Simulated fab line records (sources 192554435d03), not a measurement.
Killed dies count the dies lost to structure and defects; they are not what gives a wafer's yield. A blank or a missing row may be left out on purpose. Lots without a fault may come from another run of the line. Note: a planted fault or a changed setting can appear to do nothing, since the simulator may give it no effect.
Chamber matching :: flow n5 finfet :: N5_HKMG_FIN_STRIP_89 on rie diel-02: 4 sister chambers
The step strips SOC in N2/H2, time 20 s. 4 wafers are shown with their chamber, then 9 later ones without.

## EACH WAFER AND ITS CHAMBER
wafer: L081.1
chamber: 2
throttle valve pct (%): 18.8

wafer: L081.6
chamber: 3
throttle valve pct (%): 18.7

wafer: L089.2
chamber: 0
throttle valve pct (%): 19.4

wafer: L089.6
chamber: 1
throttle valve pct (%): 19.0

## WAFERS MISSING THEIR CHAMBER
wafer: L094.4
throttle valve pct (%): 19.0

wafer: L094.5
throttle valve pct (%): 18.9

wafer: L094.6
throttle valve pct (%): 18.8

wafer: L095.2
throttle valve pct (%): 18.9

wafer: L095.3
throttle valve pct (%): 19.0

wafer: L095.5
throttle valve pct (%): 18.8

wafer: L096.1
throttle valve pct (%): 18.9

wafer: L096.2
throttle valve pct (%): 18.8

wafer: L096.3
throttle valve pct (%): 19.0

## THE CHAMBER EACH PASSED THROUGH
wafer: L094.4
from the rows above: 1
in truth: 1

wafer: L094.5
from the rows above: can't be placed: 2 or 1 or 3
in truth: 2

wafer: L094.6
from the rows above: can't be placed: 2 or 3
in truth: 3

wafer: L095.2
from the rows above: can't be placed: 2 or 1 or 3
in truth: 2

wafer: L095.3
from the rows above: 1
in truth: 1

wafer: L095.5
from the rows above: can't be placed: 2 or 3
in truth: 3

wafer: L096.1
from the rows above: can't be placed: 2 or 1 or 3
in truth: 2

wafer: L096.2
from the rows above: can't be placed: 2 or 3
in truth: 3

wafer: L096.3
from the rows above: 1
in truth: 1
Placed correctly: 3 of 9. Unplaceable from these rows: 6, with the true chamber sitting among the candidates in 6. Placed wrongly: 0.
How it was worked out, from the rows above alone: a wafer's distance from a chamber is the root of the sum, over the readings, of the square of ((its reading less the chamber's mean) divided by the reading's scatter). The wafer belongs to the nearest chamber; if the next one is less than 2 further off, it can't be placed. A chamber's mean is the mean of its shown wafers. The scatter: with one shown wafer a chamber, the root of the mean of the squares of how far each hidden wafer lies from its nearest shown one.
